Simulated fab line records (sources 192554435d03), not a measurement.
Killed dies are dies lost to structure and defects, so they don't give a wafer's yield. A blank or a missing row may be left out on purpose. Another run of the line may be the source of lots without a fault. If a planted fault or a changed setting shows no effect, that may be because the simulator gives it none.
Split-lot experiment | flow n5Finfet | on a route of 1938 steps: 7 lots, 21 wafers read

ON THE SPLIT
At N5_SDB_ETCH_18 (etches SOC in N2/H2, target depth 100 nm, overetch 20 nm, time 150 s), the setting sourceW was moved away from the recipe's 840 W on 5 of the 21 wafers read, by -12.0% to +13.5%. For the rest of the wafers, this setting stayed at what the recipe calls for.

The reading is taken at the split's own step.

THE READING
rfVppV, in V, at N5_SDB_ETCH_18 (etches SOC in N2/H2, target depth 100 nm, overetch 20 nm, time 150 s). Fault-free wafers of this fab line usually give 523.6 V, standard deviation 2.3 V.

wafer  | tool, chamber at the split | sourceW as run, W | against the recipe | rfVppV, V | against lot-mates on the recipe
L078.3 | rieDiel-01, 1              | 840               | recipe             | 525.4     | -
L078.4 | rieDiel-01, 3              | 840               | recipe             | 522.5     | -
L078.5 | rieDiel-01, 0              | 840               | recipe             | 520.7     | -
L081.2 | rieDiel-02, 1              | 840               | recipe             | 521.7     | -
L081.3 | rieDiel-02, 2              | 840               | recipe             | 525.7     | -
L081.4 | rieDiel-02, 3              | 840               | recipe             | 522.8     | -
L083.2 | rieDiel-01, 0              | 840               | recipe             | 520.1     | -
L083.3 | rieDiel-01, 3              | 903.1             | +7.5%              | 511.9     | -8.2
L083.5 | rieDiel-01, 1              | 903.1             | +7.5%              | 514.5     | -5.6
L087.3 | rieDiel-05, 1              | 840               | recipe             | 527.1     | -
L087.4 | rieDiel-05, 2              | 840               | recipe             | 524.4     | -
L087.5 | rieDiel-05, 0              | 840               | recipe             | 520.1     | -
L092.1 | rieDiel-01, 0              | 739.5             | -12.0%             | 541.9     | +14.4
L092.3 | rieDiel-01, 2              | 840               | recipe             | 527.5     | -
L092.4 | rieDiel-01, 2              | 840               | recipe             | 527.6     | -
L096.2 | rieDiel-05, 0              | 840               | recipe             | 520.4     | -
L096.5 | rieDiel-05, 1              | 840               | recipe             | 526.5     | -
L096.6 | rieDiel-05, 0              | 840               | recipe             | 522.3     | -
L097.1 | rieDiel-02, 1              | 953.4             | +13.5%             | 499.6     | -22.6
L097.2 | rieDiel-02, 3              | 840               | recipe             | 522.2     | -
L097.6 | rieDiel-02, 1              | 953.4             | +13.5%             | 499.9     | -22.3

THE FIT
A straight line over all 21 wafers: rfVppV changes by -1.64 V for each +1% of sourceW; r = -0.96; the points scatter about the line by 2.6 V.
The same after taking each lot's own level away (the mean of its wafers on the recipe; 21 wafers): -1.42 V for each +1%; r = -0.95; scatter 2.6 V.
The reading moves by 19 V for the largest change in sourceW, on that fit.
The span of the lots' own levels, 520.10 to 527.55 V, comes to 3.2 times the standard deviation stated above.
Hence the slope depends on the lot-to-lot level, as the two fits are not the same.
Check: with one of the wafers moved furthest among these (+13.5%) left out of the fit, the line predicts -17.8 V for it against its lot-mates. Against them it came out at -22.6 V.
Tool readings at the split's step, against how far the setting was moved: rfVppV r = -0.96.

FURTHER SPLITS ON THESE WAFERS
Before the reading, these wafers also passed through other splits. Each is held against what the fit with the lots' levels taken away leaves over:
other split on the same wafers | wafers away from the commonest value | r with rfVppV (lot level and that fit taken away)
N5_SD_EPI_N_DESCUM_14 timeS    | 8                                    | -0.20
N5_SD_EPI_N_ETCH_35 timeS      | 7                                    | -0.05
N5_SDB_EXPOSE_08 doseMj        | 10                                   | -0.22

THE FILE'S OWN FIT
rfVppV changes by -1.38 V for each +1% of sourceW, r = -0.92.
